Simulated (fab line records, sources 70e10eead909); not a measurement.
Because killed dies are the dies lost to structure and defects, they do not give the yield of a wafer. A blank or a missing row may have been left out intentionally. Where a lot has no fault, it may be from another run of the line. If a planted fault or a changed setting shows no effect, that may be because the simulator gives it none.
Struck lot and sound lot, side by side | flow nand_harc | 15 out of 1302 route steps
Sound: these wafers, L554.4, L554.5, L554.6. The struck wafers were L551.2, L551.3, L551.5. The cause is given at the end.
Each step with rows lists, per side, the tool, then ch with its chambers, then its first start. Under that, the readings that differ: sound wafers | struck wafers | difference of the means | sigmas: that difference in standard deviations of wafers without a fault.
alike: a reading whose means differ by less than 2 such deviations, as well as words and numbers matching on both sides. not compared: withheld readings; readings where some wafer has no value; bounds like >300 that might hide an equal value; numbers whose values overlap and for which the record gives no deviation.
Wherever a step has rows on one side only, a row that says differs or no value, or a row with sigmas, the two part there. Numbers that don't overlap but have no deviation are shown without sigmas and don't part them. A reading that every wafer of one side lacks parts them only if that side has two wafers or more.

NHARC_A_CHANNEL_FILL_D2_ALD_15: deposits SiNx, target thk 2 nm, pulse time 60 s, ald cycles 19.
  sound on ald_sin_batch-01 ch 0; struck on ald_sin_batch-01 ch 0
  alike: chamber_pressure_Torr, precursor_pulse_height_rel
NHARC_A_CHANNEL_FILL_D2_ALD_16: deposits SiO2, target thk 1.5 nm, pulse time 10 s, ald cycles 15.
  sound on ald_hk-01 ch 1,2, day 21 18:46; struck on ald_hk-02 ch 0,1,2, day 20 22:29
  alike: heater_power_outer_w, heater_power_w, precursor_pulse_height_rel
then, 2 steps without rows for these wafers: NHARC_A_CHANNEL_FILL_D2_ANNEAL_17 (time 1800 s); NHARC_A_CHANNEL_FILL_D2_CVD_18 (deposits poly-Si, target thk 3 nm).
NHARC_A_CHANNEL_FILL_D2_ETCHBACK_19: etches the open film in HBr/Cl2, target depth 5 nm, time 1.7 s.
  sound on rie_si-04 ch 2,3, day 22 09:14; struck on rie_si-02 ch 0,3, day 21 10:19
  alike: drypump_motor_current_A, oes_product_au, throttle_valve_pct
  not compared: rf_hours_counter_h
NHARC_A_CHANNEL_FILL_D2_ETCHBACK_20: etches the open film in C4F8/O2/Ar, target depth 27 nm, time 13.5 s.
  sound on rie_diel-11 ch 0,1,2, day 22 09:23; struck on rie_diel-13 ch 0,1,2, day 21 10:26
  alike: oes_product_au, rf_vpp_V
  not compared: rf_hours_counter_h
then, 5 steps without rows for these wafers: NHARC_A_CHANNEL_FILL_D2_STRIP_28 (strips in O2, time 20 s); NHARC_A_CHANNEL_FILL_D2_PRECLEAN_21 (cleans in dHF, time 30 s); NHARC_A_CHANNEL_FILL_D2_SRD_23; NHARC_A_CHANNEL_FILL_D2_CVD_05 (deposits poly-Si, target thk 5 nm); NHARC_A_CHANNEL_FILL_D2_ANNEAL_22 (time 7200 s).
NHARC_A_CHANNEL_FILL_D2_THK_MEAS_06: measures by ellipsometry.
  sound: film_metro-01 at day 22 21:15; struck: film_metro-02 at day 22 00:59
  alike: thk_nm
NHARC_A_CHANNEL_FILL_D2_ALD_25: deposits SiOx, target thk 60 nm, pulse time 10 s, ald cycles 600.
  sound on ald_hk-02 ch 2,3, day 22 21:18; struck on ald_hk-01 ch 0,1,2, day 22 01:39
  no value came back on the struck wafers for ald_cycles, heater_power_outer_w (W), heater_power_w (W), precursor_pulse_height_rel; on the sound wafers ald_cycles reads 600 600 600
NHARC_A_CHANNEL_FILL_D2_ETCHBACK_08: etches the open film in C4F8, target depth 220 nm, time 110 s.
  sound on rie_diel-11 ch 2,3; struck on rie_diel-13 ch 0,3
  alike: oes_product_au, rf_vpp_V
  not compared: rf_hours_counter_h
-- jump in the record: it breaks off in module A_CHANNEL_FILL_D2 and resumes in module END (first step shown: number 1302 of the route), and 9 days separate the struck wafers' starts before and after --
NHARC_END_SORT_01:
  sound on prober-01 ch 0, day 32 19:59; struck on prober-02 ch 0, day 31 00:17
  reading         | sound    | struck                                                               | difference                   | sigmas
  hold            | - - -    | await_dispo/2.0h/scrap await_dispo/2.0h/scrap await_dispo/2.0h/scrap | no value on the sound wafers |
  killed_at_array | 75 73 87 | 670 670 673                                                          | +593                         | +30
  killed_dies     | 82 79 93 | 677 677 677                                                          | +592                         | +30
  alike: killed_at_other, killed_at_periphery, killed_open, killed_short

## WHERE THEY PART
First at NHARC_A_CHANNEL_FILL_D2_ALD_25; last, within this record, at NHARC_END_SORT_01.

WHY: what the simulator had put in
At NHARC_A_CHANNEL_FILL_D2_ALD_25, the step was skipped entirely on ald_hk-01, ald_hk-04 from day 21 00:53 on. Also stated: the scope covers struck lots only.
